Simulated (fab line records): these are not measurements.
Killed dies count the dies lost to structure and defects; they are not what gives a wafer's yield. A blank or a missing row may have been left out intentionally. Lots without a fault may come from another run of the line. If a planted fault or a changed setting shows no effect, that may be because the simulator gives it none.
Matching of chambers | flow nand harc | NHARC_A_STAIRCASE_TRIM_187 on rie diel-01 has 4 sister chambers
The step chemistry O2, time 211.2 s. 14 wafers are shown with their chamber, then 7 later ones without.

== WAFERS WITH THEIR CHAMBER ==
wafer  | chamber | showerhead plenum p Torr (Torr) | oes product au (a.u.) | throttle valve pct (%)
L074.1 | 0       | 3.78                            | 1.000                 | 17.037
L074.5 | 3       | 3.75                            | 1.004                 | 17.044
L074.6 | 2       | 3.50                            | 0.986                 | 17.037
L078.1 | 3       | 3.74                            | 1.000                 | 17.038
L078.3 | 1       | 3.56                            | 0.993                 | 17.044
L078.4 | 2       | 3.49                            | 0.985                 | 17.027
L081.3 | 3       | 3.74                            | 0.986                 | 17.043
L081.5 | 1       | 3.56                            | 0.981                 | 17.038
L081.6 | 2       | 3.49                            | 0.991                 | 17.031
L083.2 | 2       | 3.48                            | 0.982                 | 17.016
L083.3 | 3       | 3.73                            | 0.986                 | 17.052
L083.6 | 3       | 3.73                            | 0.991                 | 17.026
L087.3 | 3       | 3.73                            | 0.989                 | 17.026
L087.5 | 2       | 3.48                            | 0.992                 | 17.014

SIGNATURES (averages over the wafers above)
reading                  | chamber 0 | chamber 1 | chamber 2 | chamber 3 | scatter within a chamber
showerhead plenum p Torr | 3.7800    | 3.5600    | 3.4880    | 3.7367    | 0.00783
oes product au           | 1.00000   | 0.98700   | 0.98720   | 0.99267   | 0.00656
throttle valve pct       | 17.03700  | 17.04100  | 17.02500  | 17.03817  | 0.00974
Rule: distance of a wafer from a chamber = root of the sum over the readings of ((wafer's reading minus chamber's mean) / reading's scatter) squared. If the next closest chamber is less than 2 further off than the closest, the wafer can't be placed; otherwise it belongs to the closest. The scatter is the square root of a quotient: the sum, over the shown wafers, of each reading's squared deviation from its chamber's mean, divided by wafers minus chambers.

== WAFERS WHOSE CHAMBER IS MISSING ==
wafer  | showerhead plenum p Torr (Torr) | oes product au (a.u.) | throttle valve pct (%)
L087.6 | 3.76                            | 1.006                 | 17.021
L096.2 | 3.46                            | 0.981                 | 17.045
L096.3 | 3.54                            | 0.981                 | 17.053
L096.4 | 3.74                            | 1.003                 | 17.028
L097.2 | 3.71                            | 1.000                 | 17.039
L097.3 | 3.53                            | 0.998                 | 17.031
L097.6 | 3.46                            | 0.994                 | 17.029

== WHICH CHAMBER EACH ONE RAN IN ==
wafer  | from the rows above     | in truth
L087.6 | can't be placed: 0 or 3 | 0
L096.2 | 2                       | 2
L096.3 | 1                       | 1
L096.4 | 3                       | 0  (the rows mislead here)
L097.2 | 3                       | 3
L097.3 | can't be placed: 1 or 2 | 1
L097.6 | 2                       | 2
Correct placement for 4 of the 7. Cannot be placed on the basis of these rows: 2; the candidates contain the true chamber in 2. 1 placed wrongly.
